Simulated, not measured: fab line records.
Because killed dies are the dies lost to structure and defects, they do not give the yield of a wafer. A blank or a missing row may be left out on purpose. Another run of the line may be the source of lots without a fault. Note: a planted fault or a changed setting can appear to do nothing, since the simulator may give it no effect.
fab line records	flow n5_finfet
record: lots: 7	wafers: 21
route steps=1938 shown BEOL_M0_CUTY@713 BEOL_M0@715 BEOL_M2@841 BEOL_M4@1059 BEOL_M5@1130 BEOL_M6@1194
start_h: the number of hours between the record's first day and the start of the first shown wafer of the lot	wait_h: hours since the lot's step before	" the same as in the row above	L1.1+2: a row that stands for several wafers	- value missing, or start not given	* or withheld: withheld	< > ~ a bound
route shown NAME@n: names a module that has steps shown in the file, with the first one's number in the route	usual: average and standard deviation across the fault-free wafers	same: alike in all rows	chamber/n: place in a boat	sites: per-site readings	_std_site: standard deviation across them	_edge_site: the outer-site mean with the inner-site mean subtracted	radius_mm: for every site, how far away it sits from the centre of the wafer	mask NAME#n: copy n	behind: the last tool/chamber to shape the wafer	hold: why the lot was held/for how many hours/how that ended	device: transistor that didn't switch, given as n, p or np	end of line: at the end of the route, the tests of the same wafers	a step without rows: its recipe alone	killed: dies lost to structure and defects at the first sort, not the wafer's yield	map: the dies of a wafer, with x for killed, . for not killed, _ for no die there
set.NAME: the setting that was run; set.NAME@STEP: the one run at that earlier step	model.NAME: the simulator's own value behind a step, which no gauge read
lots whose settings were changed on purpose; a table a step, a row a wafer
== steps ==
step: N5_BEOL_M0_CUTY_ETCH_63
recipe: chemistry: N2/H2	target: SOC	target_depth_a: 827	overetch_a: 165	mask_material: SiARC	temp_c: 40	ion_energy_ev: 200	time_s: 124	pressure_mtorr: 30	source_w: 840	bias_w: 150	n2_flow_sccm: 200	h2_flow_sccm: 200
lot.wafer	tool	chamber	start_h	wait_h	set.time_s	set.dose_mj@BEOL_M0_CUTY_EXPOSE_54	model.BEOL_M0_CUTY.cd_offset_nm	model.SiO2_of_BEOL_M0_SAQP_SPACER2_ALD_26.thk_nm
L074.2	rie_diel-01	3	115.67	0.0	149.5	37.65	-1.8	6.4
L074.3	"	2	"	"	124	36	1.8	7.4
L074.6	"	2	"	"	149.5	36	0.6	6.6
L076.1	rie_diel-01	0	123.18	0.0	124	34.79	1.2	7
L076.3	"	2	"	"	96.63	34.79	3	8
L076.5	"	1	"	"	96.63	36	1.6	8
L077.1	rie_diel-04	1	132.99	0.0	146	36	0.2	6.6
L077.3	"	2	"	"	124	36	0.6	6.8
L077.5	"	0	"	"	124	36	1.6	6.8
L087.3	rie_diel-04	3	195.69	0.0	124	36	0.4	7
L087.4	"	1	"	"	124	36	-1	7.2
L087.6	"	0	"	"	124	36	-1.2	7
L089.2	rie_diel-04	1	201.93	0.0	124	36	-0.8	7.2
L089.4	"	2	"	"	143.9	33.37	4	6.4
L089.6	"	1	"	"	143.9	36	-1.2	6.8
L090.2	rie_diel-06	0	204.88	0.0	124	36	-1	7.2
L090.4	"	3	"	"	124	37.16	-2.4	7.2
L090.5	"	2	"	"	124	37.16	-2	7
L091.1	rie_diel-04	2	212.39	0.0	124	34.03	2.6	7
L091.2	"	3	"	"	124	34.03	3.2	7.2
L091.3	"	0	"	"	124	36	-0.6	7
step: N5_BEOL_M0_CUTY_STRIP_64
recipe: chemistry: N2/H2	temp_c: 40	n2_flow_sccm: 200	h2_flow_sccm: 200	rf_frequency_hz: 6e+07
step: N5_BEOL_M0_ETCH_138
recipe: chemistry: CH3F/O2	target_depth_a: 120	target: SiCN	time_s: 31.6	ion_energy_ev: 120	pressure_mtorr: 30	source_w: 395	bias_w: 75	Ar_flow_sccm: 150	CH3F_flow_sccm: 30	O2_flow_sccm: 20	ends: cleared
lot.wafer	tool	chamber	start_h	wait_h	set.time_s@BEOL_M0_CUTY_ETCH_63	model.SiO2_of_BEOL_M0_SAQP_SPACER2_ALD_26.thk_nm
L074.2+6	rie_diel-01	3,2	115.79	0.0	149.5	4.6
L074.3	"	2	"	"	124	5.4
L076.1	rie_diel-01	0	123.30	0.0	124	5
L076.3+5	"	2,1	"	"	96.63	6
L077.1	rie_diel-04	1	133.11	0.0	146	4.8
L077.3+5	"	2,0	"	"	124	5
L087.3+4	rie_diel-04	3,1	195.81	0.0	124	5.2
L087.6	"	0	"	"	124	5
L089.2	rie_diel-04	1	202.05	0.0	124	5.2
L089.4	"	2	"	"	143.9	4.4
L089.6	"	1	"	"	143.9	4.8
L090.2+4	rie_diel-06	0,3	205.00	0.0	124	5.2
L090.5	"	2	"	"	124	5
L091.1+3	rie_diel-04	2,0	212.52	0.0	124	5
L091.2	"	3	"	"	124	5.2
step: N5_BEOL_M2_ILD_DEP_00
recipe: material: SiOC	target_thk_a: 790	temp_c: 350	precursor: DEMS/O2	pressure_torr: 5	rf_w: 500	time_s: 15.3
lot.wafer	tool	chamber	start_h	wait_h	set.time_s	model.SiOC_of_BEOL_M2_ILD_DEP_00.thk_nm
L074.2	pecvd-04	1	134.47	0.0	16.49	85.8
L074.3	"	2	"	"	16.49	84.8
L074.6	"	2	"	"	16.49	85.6
L076.1	pecvd-04	2	138.01	0.0	15.3	78.6
L076.3	"	0	"	"	15.3	78.2
L076.5	"	0	"	"	15.3	79.8
L077.1	pecvd-02	0	154.99	0.0	17.47	90
L077.3	"	2	"	"	15.3	77.4
L077.5	"	1	"	"	17.47	91.2
L087.3	pecvd-04	0	216.05	0.1	15.3	77.8
L087.4	"	2	"	"	15.3	79
L087.6	"	0	"	"	15.3	79.2
L089.2+6	pecvd-04	2,0	220.44	0.0	15.3	78
L089.4	"	2	"	"	15.96	82.2
L090.2	pecvd-04	2	222.28	0.0	15.3	78
L090.4	"	2	"	"	16.5	86.4
L090.5	"	0	"	"	15.3	79
L091.1	pecvd-02	2	235.49	0.0	13.75	69.4
L091.2	"	1	"	"	15.3	78
L091.3	"	0	"	"	13.75	71.4
step: N5_BEOL_M2_THK_MEAS_01
recipe: reads: SiOC_of_BEOL_M2_ILD_DEP_00
usual: M2_ILD_THK: 78.8/1.3
lot.wafer	tool	chamber	start_h	wait_h	set.time_s@BEOL_M2_ILD_DEP_00	M2_ILD_THK[nm]
L074.2	film_metro-02	-	134.54	0.1	16.49	85.7
L074.3	"	-	"	"	16.49	84.8
L074.6	"	-	"	"	16.49	85.6
L076.1	film_metro-02	-	138.09	0.1	15.3	78.6
L076.3	"	-	"	"	15.3	78.2
L076.5	"	-	"	"	15.3	79.8
L077.1	film_metro-01	-	155.05	0.0	17.47	90.0
L077.3	"	-	"	"	15.3	77.4
L077.5	"	-	"	"	17.47	91.3
L087.3	film_metro-02	-	216.12	0.1	15.3	77.7
L087.4	"	-	"	"	15.3	78.9
L087.6	"	-	"	"	15.3	79.2
L089.2	film_metro-01	-	220.52	0.1	15.3	78.0
L089.4	"	-	"	"	15.96	82.3
L089.6	"	-	"	"	15.3	78.1
L090.2	film_metro-01	-	222.36	0.1	15.3	78.1
L090.4	"	-	"	"	16.5	86.5
L090.5	"	-	"	"	15.3	79.1
L091.1	film_metro-02	-	235.56	0.0	13.75	69.4
L091.2	"	-	"	"	15.3	77.9
L091.3	"	-	"	"	13.75	71.4
step: N5_BEOL_M2_PECVD_72
recipe: material: SiO2	target_thk_a: 160	temp_c: 400	precursor: TEOS/O2	pressure_torr: 5.5	rf_w: 450	teos_flow_sccm: 53.8	gas: O2	flow_sccm: 3000	time_s: 18
lot.wafer	tool	chamber	start_h	wait_h	set.temp_c	model.SiO2_of_BEOL_M2_PECVD_72.thk_nm
L074.2	pecvd-02	0	134.58	0.0	400	15.8
L074.3	"	1	"	"	409.7	15.2
L074.6	"	2	"	"	409.7	15
L076.1	pecvd-02	1	138.13	0.0	400	16
L076.3	"	0	"	"	400	15.6
L076.5	"	0	"	"	415.9	14.2
L077.1+3	pecvd-04	2,0	155.09	0.0	417.1	14.2
L077.5	"	2	"	"	400	16.2
L087.3+4+6	pecvd-04	0,2,0	216.17	0.1	400	16.4
L089.2	pecvd-01	0	220.56	0.0	400	16.2
L089.4	"	0	"	"	411.1	15.2
L089.6	"	1	"	"	400	15.6
L090.2	pecvd-02	1	222.40	0.0	400	16.2
L090.4	"	0	"	"	400	16
L090.5	"	1	"	"	400	16.4
L091.1	pecvd-04	1	235.60	0.0	406.9	15
L091.2	"	0	"	"	400	16
L091.3	"	2	"	"	406.9	15.4
step: N5_BEOL_M2_TRENCH_ETCH_37
recipe: chemistry: C4F6/O2	target_depth_a: 555.55	target: SiOC	time_s: 29.2	ion_energy_ev: 250	pressure_mtorr: 30	source_w: 355	bias_w: 185	Ar_flow_sccm: 300	C4F6_flow_sccm: 10	O2_flow_sccm: 10
lot.wafer	tool	chamber	start_h	wait_h	set.source_w
L074.2+3+6	rie_diel-06	1,2,3	-	-	355
L076.1+5	rie_diel-04	0,2	-	-	355
L076.3	"	3	"	"	307.4
L077.1+3	rie_diel-04	0,1	-	-	355
L077.5	"	1	"	"	380.8
L087.3+4+6	rie_diel-04	1,3,3	-	-	355
L089.2	rie_diel-04	1	-	-	355
L089.4+6	"	0	"	"	300.2
L090.2+5	rie_diel-01	2,3	-	-	392
L090.4	"	0	"	"	355
L091.1	rie_diel-01	3	-	-	355
L091.2+3	"	2,1	"	"	405.2
step: N5_BEOL_M2_ETCH_41
recipe: chemistry: CH3F/O2	target: SiCN	target_depth_a: 299	taper_deg: 2	time_s: 52.5	ion_energy_ev: 120	mask_material: TiN	pressure_mtorr: 30	source_w: 395	bias_w: 75	Ar_flow_sccm: 150	CH3F_flow_sccm: 30	O2_flow_sccm: 20
step: N5_BEOL_M2_STRIP_97
recipe: chemistry: N2/H2	time_s: 10	power_w: 450	temp_c: 40	pressure_mtorr: 20	rf_frequency_hz: 6e+07	bias_power_w: 7	n2_flow_sccm: 200	h2_flow_sccm: 200
step: N5_BEOL_M2_HM_STRIP_39
recipe: chemistry: peroxide_tin_strip	material: TiN	target_depth_a: 250	temp_c: 50	time_s: 158
lot.wafer	tool	chamber	start_h	wait_h	set.temp_c@BEOL_M2_PECVD_72	model.SiO2_of_BEOL_M2_PECVD_72.thk_nm
L074.2	wet_bench-04	5	139.57	0.0	400	15.6
L074.3	"	6	"	"	409.7	15
L074.6	"	0	"	"	409.7	14.8
L076.1	wet_bench-06	7	142.84	0.0	400	16
L076.3	"	2	"	"	400	15.4
L076.5	"	0	"	"	415.9	14
L077.1	wet_bench-04	7	159.94	0.0	417.1	14.2
L077.3	"	3	"	"	417.1	14
L077.5	"	2	"	"	400	16.2
L087.3+4+6	wet_bench-03	1,3,6	223.89	0.0	400	16.2
L089.2	wet_bench-04	1	231.71	0.0	400	16
L089.4	"	2	"	"	411.1	15
L089.6	"	5	"	"	400	15.4
L090.2+4	wet_bench-04	1,3	235.28	0.0	400	16
L090.5	"	2	"	"	400	16.4
L091.1	wet_bench-06	5	241.49	0.0	406.9	14.8
L091.2	"	0	"	"	400	15.8
L091.3	"	6	"	"	406.9	15.4
step: N5_BEOL_M4_DESCUM_33
recipe: chemistry: O2	time_s: 7	source_power_w: 50	bias_power_w: 20	pressure_mtorr: 20	rf_frequency_hz: 2.712e+07	temp_c: 40	resist: CAR-EUV	o2_flow_sccm: 225
lot.wafer	tool	chamber	start_h	wait_h	set.time_s	model.CAR-EUV_of_BEOL_M4_COAT_22.thk_nm
L074.2	rie_diel-06	2	159.84	0.0	6.064	26.4
L074.3+6	"	1,3	"	"	7	26
L076.1	rie_diel-01	0	161.39	0.0	7	26.2
L076.3	"	2	"	"	8.149	25.6
L076.5	"	3	"	"	8.149	25.8
L077.1+3	rie_diel-04	1,3	186.03	0.0	7	26
L077.5	"	0	"	"	7	26.2
L087.3+6	rie_diel-04	2	246.23	0.0	7	26
L087.4	"	0	"	"	7	26.2
L090.2	rie_diel-01	3	251.75	0.0	7	26.2
L090.4	"	2	"	"	8.425	25.2
L090.5	"	3	"	"	8.425	25.4
L089.2+6	rie_diel-04	2	255.20	0.2	7	25.8
L089.4	"	0	"	"	7	26
L091.1	rie_diel-04	3	259.87	0.0	7	26
L091.2	"	2	"	"	8.31	25.2
L091.3	"	0	"	"	7	26.2
step: N5_BEOL_M4_ETCH_77
recipe: chemistry: N2/H2	target: underlayer	target_depth_a: 65	mask_material: CAR-EUV	time_s: 5.2	ion_energy_ev: 200	pressure_mtorr: 30	source_w: 840	bias_w: 150	n2_flow_sccm: 200	h2_flow_sccm: 200	ends: cleared
lot.wafer	tool	chamber	start_h	wait_h	set.time_s@BEOL_M4_DESCUM_33	model.CAR-EUV_of_BEOL_M4_COAT_22.thk_nm
L074.2	rie_diel-06	2	159.87	0.0	6.064	20.6
L074.3	"	1	"	"	7	20.2
L074.6	"	3	"	"	7	20
L076.1	rie_diel-01	0	161.43	0.0	7	20.4
L076.3	"	2	"	"	8.149	19.8
L076.5	"	3	"	"	8.149	20
L077.1+3	rie_diel-04	1,3	186.07	0.0	7	20.4
L077.5	"	0	"	"	7	20.6
L087.3+6	rie_diel-04	2	246.26	0.0	7	20.2
L087.4	"	0	"	"	7	20.4
L090.2	rie_diel-01	3	251.78	0.0	7	20.6
L090.4+5	"	2,3	"	"	8.425	19.6
L089.2+6	rie_diel-04	2	255.24	0.0	7	20.2
L089.4	"	0	"	"	7	20.4
L091.1	rie_diel-04	3	259.91	0.0	7	20.4
L091.2	"	2	"	"	8.31	19.4
L091.3	"	0	"	"	7	20.6
step: N5_BEOL_M4_ETCH_69
recipe: chemistry: CF4	target: SiARC	target_depth_a: 156	mask_material: CAR-EUV	time_s: 26	ion_energy_ev: 80	pressure_mtorr: 40	source_w: 545	bias_w: 36	Ar_flow_sccm: 100	cf4_flow_sccm: 100	ends: cleared
lot.wafer	tool	chamber	start_h	wait_h	set.time_s@BEOL_M4_DESCUM_33	model.CAR-EUV_of_BEOL_M4_COAT_22.thk_nm
L074.2	rie_diel-06	2	159.89	0.0	6.064	11.4
L074.3	"	1	"	"	7	11
L074.6	"	3	"	"	7	10.8
L076.1	rie_diel-01	0	161.44	0.0	7	11.2
L076.3	"	2	"	"	8.149	10.6
L076.5	"	3	"	"	8.149	10.8
L077.1	rie_diel-04	1	186.08	0.0	7	11.2
L077.3	"	3	"	"	7	11
L077.5	"	0	"	"	7	11.4
L087.3+6	rie_diel-04	2	246.28	0.0	7	11
L087.4	"	0	"	"	7	11.2
L090.2	rie_diel-01	3	251.80	0.0	7	11.4
L090.4	"	2	"	"	8.425	10.4
L090.5	"	3	"	"	8.425	10.6
L089.2	rie_diel-04	2	255.26	0.0	7	10.8
L089.4	"	0	"	"	7	11.2
L089.6	"	2	"	"	7	11
L091.1+3	rie_diel-04	3,0	259.92	0.0	7	11.2
L091.2	"	2	"	"	8.31	10.2
step: N5_BEOL_M4_ALD_98
recipe: material: SiO2	target_thk_a: 25	temp_c: 100	ald_precursor_family: BDEAS	ald_co_reactant: O2-plasma	pulse_time_s: 1	co_reactant_pulse_time_s: 1	purge_time_s: 2	co_reactant_purge_time_s: 2	ald_cycles: 17	pressure_torr: 2
step: N5_BEOL_M4_ETCHBACK_99
recipe: chemistry: CHF3	target: SiO2	target_depth_a: 50	time_s: 10.4	source_w: 215	bias_w: 47	Ar_flow_sccm: 200	CHF3_flow_sccm: 12	ion_energy_ev: 100	pressure_mtorr: 30
lot.wafer	tool	chamber	start_h	wait_h	set.time_s@BEOL_M4_DESCUM_33	model.CAR-EUV_of_BEOL_M4_COAT_22.thk_nm
L074.2	rie_diel-06	1	160.20	0.2	6.064	10.8
L074.3+6	"	3,2	"	"	7	10.2
L076.1	rie_diel-06	3	164.15	2.6	7	10.4
L076.3	"	2	"	"	8.149	9.8
L076.5	"	2	"	"	8.149	10.2
L077.1+3	rie_diel-01	1,3	189.34	2.8	7	10.4
L077.5	"	2	"	"	7	10.6
L087.3+6	rie_diel-01	0	248.90	2.5	7	10.4
L087.4	"	1	"	"	7	10.6
L090.2	rie_diel-06	1	257.70	5.7	7	10.6
L090.4	"	2	"	"	8.425	9.6
L090.5	"	3	"	"	8.425	9.8
L089.2+6	rie_diel-04	3,0	258.88	3.5	7	10.2
L089.4	"	2	"	"	7	10.6
L091.1	rie_diel-04	2	262.45	2.4	7	10.4
L091.2	"	0	"	"	8.31	9.4
L091.3	"	1	"	"	7	10.6
step: N5_BEOL_M5_ETCH_72
recipe: chemistry: N2/H2	target: underlayer	target_depth_a: 65	mask_material: CAR-EUV	time_s: 5.2	ion_energy_ev: 200	pressure_mtorr: 30	source_w: 840	bias_w: 150	n2_flow_sccm: 200	h2_flow_sccm: 200	ends: cleared
usual: rf_vpp_V: 523.8/2.2
lot.wafer	tool	chamber	start_h	wait_h	set.bias_w	rf_vpp_V
L074.2	rie_diel-03	0	168.42	0.0	150	520.8
L074.3	"	3	"	"	150	524.8
L074.6	"	0	"	"	150	522.7
L076.1	rie_diel-03	1	172.30	0.0	158.6	544.7
L076.3	"	3	"	"	158.6	544.0
L076.5	"	0	"	"	150	521.4
L077.1	rie_diel-02	1	198.28	0.0	150	521.3
L077.3	"	2	"	"	150	522.0
L077.5	"	1	"	"	150	521.0
L087.3	rie_diel-05	3	258.97	0.0	150	519.5
L087.4	"	2	"	"	150	526.9
L087.6	"	3	"	"	150	520.6
L090.2	rie_diel-05	3	266.34	0.0	150	521.4
L090.4	"	1	"	"	138	499.9
L090.5	"	2	"	"	150	526.6
L089.2	rie_diel-05	1	267.51	0.0	125.2	469.2
L089.4	"	3	"	"	150	522.5
L089.6	"	1	"	"	125.2	469.9
L091.1	rie_diel-02	3	269.86	0.0	150	522.6
L091.2	"	0	"	"	150	522.9
L091.3	"	2	"	"	150	524.1
step: N5_BEOL_M5_ETCH_62
recipe: chemistry: N2/H2	target: SOC	target_depth_a: 750	overetch_a: 150	mask_material: SiARC	temp_c: 40	time_s: 112.5	ion_energy_ev: 200	pressure_mtorr: 30	source_w: 840	bias_w: 150	n2_flow_sccm: 200	h2_flow_sccm: 200
usual: rf_vpp_V: 523.7/1.8
lot.wafer	tool	chamber	start_h	wait_h	set.source_w	rf_vpp_V
L074.2	rie_diel-03	0	168.47	0.0	840	521.8
L074.3	"	3	"	"	840	526.0
L074.6	"	0	"	"	840	522.3
L076.1	rie_diel-03	1	172.34	0.0	958.7	502.7
L076.3	"	3	"	"	840	525.2
L076.5	"	0	"	"	958.7	498.6
L077.1	rie_diel-02	1	198.33	0.0	735.6	545.3
L077.3	"	2	"	"	735.6	547.1
L077.5	"	1	"	"	840	522.5
L087.3	rie_diel-05	3	259.01	0.0	840	520.7
L087.4	"	2	"	"	840	523.8
L087.6	"	3	"	"	840	519.0
L090.2	rie_diel-05	3	266.39	0.0	840	521.8
L090.4	"	1	"	"	965.5	503.6
L090.5	"	2	"	"	965.5	500.3
L089.2	rie_diel-05	1	267.55	0.0	840	527.6
L089.4	"	3	"	"	840	521.2
L089.6	"	1	"	"	840	526.0
L091.1	rie_diel-02	3	269.91	0.0	963.6	500.9
L091.2	"	0	"	"	840	522.6
L091.3	"	2	"	"	840	523.0
step: N5_BEOL_M6_ILD_DEP_00
recipe: material: SiCOH_lowk	target_thk_a: 1797.5	temp_c: 300	precursor: DEMS/porogen	pressure_torr: 5	rf_w: 500	time_s: 33.4
lot.wafer	tool	chamber	start_h	wait_h	set.time_s	model.SiCOH_lowk_of_BEOL_M6_ILD_DEP_00.thk_nm
L074.2	pecvd-02	2	177.23	0.0	31.89	168.4
L074.3	"	1	"	"	31.89	171.4
L074.6	"	0	"	"	33.4	179.4
L076.1	pecvd-01	0	181.07	0.0	33.4	174.6
L076.3	"	1	"	"	33.4	178.2
L076.5	"	2	"	"	37.94	206.6
L077.1	pecvd-01	1	207.91	0.0	33.4	178.8
L077.3	"	2	"	"	33.4	181.6
L077.5	"	2	"	"	28.93	159.6
L087.3	pecvd-04	1	269.25	0.0	33.4	176.6
L087.4	"	1	"	"	33.4	179
L087.6	"	2	"	"	33.4	184.4
L090.2	pecvd-01	0	275.04	0.0	33.4	176.6
L090.4	"	1	"	"	33.4	177.4
L090.5	"	0	"	"	36.34	192.4
L089.2	pecvd-04	0	276.34	0.0	33.4	180.4
L089.4	"	1	"	"	33.4	179
L089.6	"	0	"	"	33.4	186
L091.1	pecvd-01	0	286.02	0.0	33.4	179.2
L091.2	"	1	"	"	33.4	174.6
L091.3	"	2	"	"	33.4	181.6
step: N5_BEOL_M6_CURE_74
recipe: temp_c: 385	time_s: 240	ambient: He/Ar	material: SiCOH_lowk
lot.wafer	tool	chamber	start_h	wait_h	set.time_s@BEOL_M6_ILD_DEP_00	model.SiCOH_lowk_of_BEOL_M6_ILD_DEP_00.thk_nm
L074.2	uv_cure-01	2	177.38	0.1	31.89	145.2
L074.3	"	2	"	"	31.89	147.6
L074.6	"	2	"	"	33.4	154.8
L076.1	uv_cure-03	2	181.13	0.0	33.4	150.6
L076.3	"	2	"	"	33.4	153.6
L076.5	"	2	"	"	37.94	178.4
L077.1	uv_cure-03	1	207.97	0.0	33.4	154.2
L077.3	"	1	"	"	33.4	156.6
L077.5	"	1	"	"	28.93	137.6
L087.3	uv_cure-03	1	269.47	0.2	33.4	152.4
L087.4	"	1	"	"	33.4	154.4
L087.6	"	1	"	"	33.4	159
L090.2	uv_cure-01	0	275.18	0.1	33.4	152.2
L090.4	"	0	"	"	33.4	153
L090.5	"	0	"	"	36.34	166.2
L089.2	uv_cure-03	0	276.49	0.1	33.4	155.6
L089.4	"	0	"	"	33.4	154.4
L089.6	"	0	"	"	33.4	160.4
L091.1	uv_cure-03	1	286.09	0.0	33.4	154.4
L091.2	"	1	"	"	33.4	150.6
L091.3	"	1	"	"	33.4	156.6
step: N5_BEOL_M6_THK_MEAS_01
recipe: reads: SiCOH_lowk_of_BEOL_M6_ILD_DEP_00
usual: M6_ILD_THK: 155.1/2.7
lot.wafer	tool	chamber	start_h	wait_h	set.time_s@BEOL_M6_ILD_DEP_00	M6_ILD_THK[nm]
L074.2	film_metro-01	-	177.81	0.4	31.89	145.1
L074.3	"	-	"	"	31.89	147.6
L074.6	"	-	"	"	33.4	154.9
L076.1	film_metro-01	-	181.64	0.4	33.4	150.6
L076.3	"	-	"	"	33.4	153.5
L076.5	"	-	"	"	37.94	178.5
L077.1	film_metro-01	-	208.97	0.8	33.4	154.2
L077.3	"	-	"	"	33.4	156.7
L077.5	"	-	"	"	28.93	137.5
L087.3	film_metro-01	-	269.82	0.3	33.4	152.1
L087.4	"	-	"	"	33.4	154.4
L087.6	"	-	"	"	33.4	159.0
L090.2	film_metro-01	-	275.61	0.4	33.4	152.3
L090.4	"	-	"	"	33.4	152.9
L090.5	"	-	"	"	36.34	166.1
L089.2	film_metro-02	-	276.92	0.4	33.4	155.7
L089.4	"	-	"	"	33.4	154.5
L089.6	"	-	"	"	33.4	160.5
L091.1	film_metro-02	-	286.60	0.4	33.4	154.4
L091.2	"	-	"	"	33.4	150.4
L091.3	"	-	"	"	33.4	156.5
== key ==
split: step: N5_BEOL_M0_CUTY_ETCH_63	setting: time_s	stated: 124	by: wafer
response: step: N5_BEOL_M0_CUTY_ETCH_63	reading: model.SiO2_of_BEOL_M0_SAQP_SPACER2_ALD_26.thk_nm	change: -0.0363	per: 1%	r: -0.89
response: step: N5_BEOL_M0_ETCH_138	reading: model.SiO2_of_BEOL_M0_SAQP_SPACER2_ALD_26.thk_nm	change: -0.0349	per: 1%	r: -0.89
split: step: N5_BEOL_M2_ILD_DEP_00	setting: time_s	stated: 15.3	by: wafer
response: step: N5_BEOL_M2_ILD_DEP_00	reading: model.SiOC_of_BEOL_M2_ILD_DEP_00.thk_nm	change: +0.897	per: 1%	r: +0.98
response: step: N5_BEOL_M2_THK_MEAS_01	reading: M2_ILD_THK	change: +0.898	per: 1%	r: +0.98
split: step: N5_BEOL_M2_PECVD_72	setting: temp_c	stated: 400	by: wafer
response: step: N5_BEOL_M2_PECVD_72	reading: model.SiO2_of_BEOL_M2_PECVD_72.thk_nm	change: -0.394	per: 1%	r: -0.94
response: step: N5_BEOL_M2_HM_STRIP_39	reading: model.SiO2_of_BEOL_M2_PECVD_72.thk_nm	change: -0.407	per: 1%	r: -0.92
split: step: N5_BEOL_M2_TRENCH_ETCH_37	setting: source_w	stated: 355	by: wafer
response none clear
split: step: N5_BEOL_M4_DESCUM_33	setting: time_s	stated: 7	by: wafer
response: step: N5_BEOL_M4_DESCUM_33	reading: model.CAR-EUV_of_BEOL_M4_COAT_22.thk_nm	change: -0.0402	per: 1%	r: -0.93
response: step: N5_BEOL_M4_ETCH_77	reading: model.CAR-EUV_of_BEOL_M4_COAT_22.thk_nm	change: -0.046	per: 1%	r: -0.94
response: step: N5_BEOL_M4_ETCH_69	reading: model.CAR-EUV_of_BEOL_M4_COAT_22.thk_nm	change: -0.0428	per: 1%	r: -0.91
response: step: N5_BEOL_M4_ETCHBACK_99	reading: model.CAR-EUV_of_BEOL_M4_COAT_22.thk_nm	change: -0.0441	per: 1%	r: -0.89
split: step: N5_BEOL_M5_ETCH_72	setting: bias_w	stated: 150	by: wafer
response: step: N5_BEOL_M5_ETCH_72	reading: rf_vpp_V	change: +3.24	per: 1%	r: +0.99
split: step: N5_BEOL_M5_ETCH_62	setting: source_w	stated: 840	by: wafer
response: step: N5_BEOL_M5_ETCH_62	reading: rf_vpp_V	change: -1.59	per: 1%	r: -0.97
split: step: N5_BEOL_M6_ILD_DEP_00	setting: time_s	stated: 33.4	by: wafer
response: step: N5_BEOL_M6_ILD_DEP_00	reading: model.SiCOH_lowk_of_BEOL_M6_ILD_DEP_00.thk_nm	change: +1.87	per: 1%	r: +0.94
response: step: N5_BEOL_M6_CURE_74	reading: model.SiCOH_lowk_of_BEOL_M6_ILD_DEP_00.thk_nm	change: +1.63	per: 1%	r: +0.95
response: step: N5_BEOL_M6_THK_MEAS_01	reading: M6_ILD_THK	change: +1.64	per: 1%	r: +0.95
split outside_this_file step=N5_BEOL_M0_CUTY_EXPOSE_54 setting=dose_mj
split outside_this_file: this setting was split too, and the file shows its column; the key of that split is in another file
